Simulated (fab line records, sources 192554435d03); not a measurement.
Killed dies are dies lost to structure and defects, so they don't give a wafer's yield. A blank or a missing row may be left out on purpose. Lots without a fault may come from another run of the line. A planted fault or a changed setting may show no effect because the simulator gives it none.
Split-lot experiment | flow n5_finfet | 7 lots, 21 wafers read, on a route of 1938 steps

THE SPLIT
At N5_BEOL_M5_COAT_66 (time 60 s, resist thk 12 nm), the setting spin_rpm was moved away from the recipe's 1500 rpm on 8 of the 21 wafers read, by -10.4% to +9.1%. The other wafers ran this setting at the recipe's value.

FROM THE SPLIT TO THE READING: what the file shows between them, 5 steps
- N5_BEOL_M5_COAT_22: resist thk 30 nm (also split here: spin_rpm)
- N5_BEOL_M5_EBR_24
- N5_BEOL_M5_SOFTBAKE_23: time 60 s
- N5_BEOL_M5_DESCUM_33: chemistry O2, time 7 s
- N5_BEOL_M5_ETCH_75: etches underlayer in N2/H2, target depth 6.5 nm, time 5.2 s

THE READING
etch.depth_nm (the simulator's own value, which no gauge read), in nm, at N5_BEOL_M5_ETCH_67 (etches SiARC in CF4, target depth 15.6 nm, time 26 s). The file gives no usual value for it. The 13 wafers here that ran the recipe average 11.98 nm, standard deviation 0.033 nm.

wafer  | tool, chamber at the split | spin_rpm as run, rpm | against the recipe | etch.depth_nm, nm | against lot-mates on the recipe
L081.2 | litho_track-04, 0          | 1500                 | recipe             | 12.04             | -
L081.4 | litho_track-04, 0          | 1344                 | -10.4%             | 12.71             | +0.67
L081.5 | litho_track-04, 0          | 1344                 | -10.4%             | 12.71             | +0.67
L082.1 | litho_track-05, 0          | 1500                 | recipe             | 11.95             | -
L082.4 | litho_track-05, 0          | 1620                 | +8.0%              | 11.51             | -0.46
L082.5 | litho_track-05, 0          | 1500                 | recipe             | 11.98             | -
L084.3 | litho_track-02, 0          | 1500                 | recipe             | 11.98             | -
L084.5 | litho_track-02, 0          | 1451                 | -3.3%              | 12.17             | +0.19
L084.6 | litho_track-02, 0          | 1451                 | -3.3%              | 12.2              | +0.22
L088.1 | litho_track-04, 0          | 1500                 | recipe             | 11.91             | -
L088.2 | litho_track-04, 0          | 1500                 | recipe             | 11.95             | -
L088.5 | litho_track-04, 0          | 1629                 | +8.6%              | 11.51             | -0.42
L090.1 | litho_track-04, 0          | 1637                 | +9.1%              | 11.51             | -0.49
L090.2 | litho_track-04, 0          | 1500                 | recipe             | 12.01             | -
L090.6 | litho_track-04, 0          | 1500                 | recipe             | 12                | -
L096.1 | litho_track-05, 0          | 1608                 | +7.2%              | 11.54             | -0.42
L096.2 | litho_track-05, 0          | 1500                 | recipe             | 11.94             | -
L096.5 | litho_track-05, 0          | 1500                 | recipe             | 11.97             | -
L097.3 | litho_track-04, 0          | 1500                 | recipe             | 11.98             | -
L097.4 | litho_track-04, 0          | 1500                 | recipe             | 11.97             | -
L097.6 | litho_track-04, 0          | 1500                 | recipe             | 12.01             | -

THE FIT
A straight line over all 21 wafers: etch.depth_nm changes by -0.0624 nm for each +1% of spin_rpm; r = -0.99; the points scatter about the line by 0.045 nm.
The same after taking each lot's own level away (the mean of its wafers on the recipe; 21 wafers): -0.0589 nm for each +1%; r = -1.00; scatter 0.029 nm.
On that fit, the largest move of spin_rpm shifts the reading by 0.61 nm.
The lots' own levels span 11.930 to 12.040 nm, that is 3.3 times the standard deviation above.
So the lot-to-lot level changes the slope little: the two slopes agree.
Check: with one of the wafers moved furthest among these (-10.4%) left out of the fit, the line predicts +0.611 nm for it against its lot-mates. It came out at +0.67 nm against them.

OTHER SPLITS ON THESE WAFERS
These wafers also went through other splits before the reading. Each is held against what the fit with the lots' levels taken away leaves over:
other split on the same wafers | wafers away from the commonest value | r with etch.depth_nm (lot level and that fit taken away)
N5_BEOL_M3_COAT_67 spin_rpm    | 8                                    | -0.09
N5_BEOL_M4_DEP_57 time_s       | 9                                    | +0.05
N5_BEOL_M5_COAT_22 spin_rpm    | 8                                    | +0.08

THE WHOLE CHAIN: every reading that the file lists as answering this split, in the file's order
step               | what it does                                         | reading                                                                            | change (the file's fit)                                                                 | r (the file's)
N5_BEOL_M5_COAT_66 | time 60 s, resist thk 12 nm                          | SiARC_of_BEOL_M5_COAT_66.thk_nm (the simulator's own value, which no gauge read)   | -0.0565 nm for each +1% of the setting                                                  | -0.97
N5_BEOL_M5_ETCH_67 | etches SiARC in CF4, target depth 15.6 nm, time 26 s | etch_rf_on_time_s                                                                  | withheld for each +1% of the setting                                                    | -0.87
N5_BEOL_M5_ETCH_67 | etches SiARC in CF4, target depth 15.6 nm, time 26 s | etch.depth_nm (the simulator's own value, which no gauge read)                     | -0.0571 nm for each +1% of the setting                                                  | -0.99
N5_BEOL_M5_ETCH_67 | etches SiARC in CF4, target depth 15.6 nm, time 26 s | CAR-EUV_of_BEOL_M5_COAT_22.thk_nm (the simulator's own value, which no gauge read) | +0.0473 nm for each +1% of the setting, in a fit together with spin_rpm@BEOL_M5_COAT_22 | 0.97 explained

THE FILE'S OWN FIT
etch.depth_nm changes by -0.0571 nm for each +1% of spin_rpm, r = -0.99.
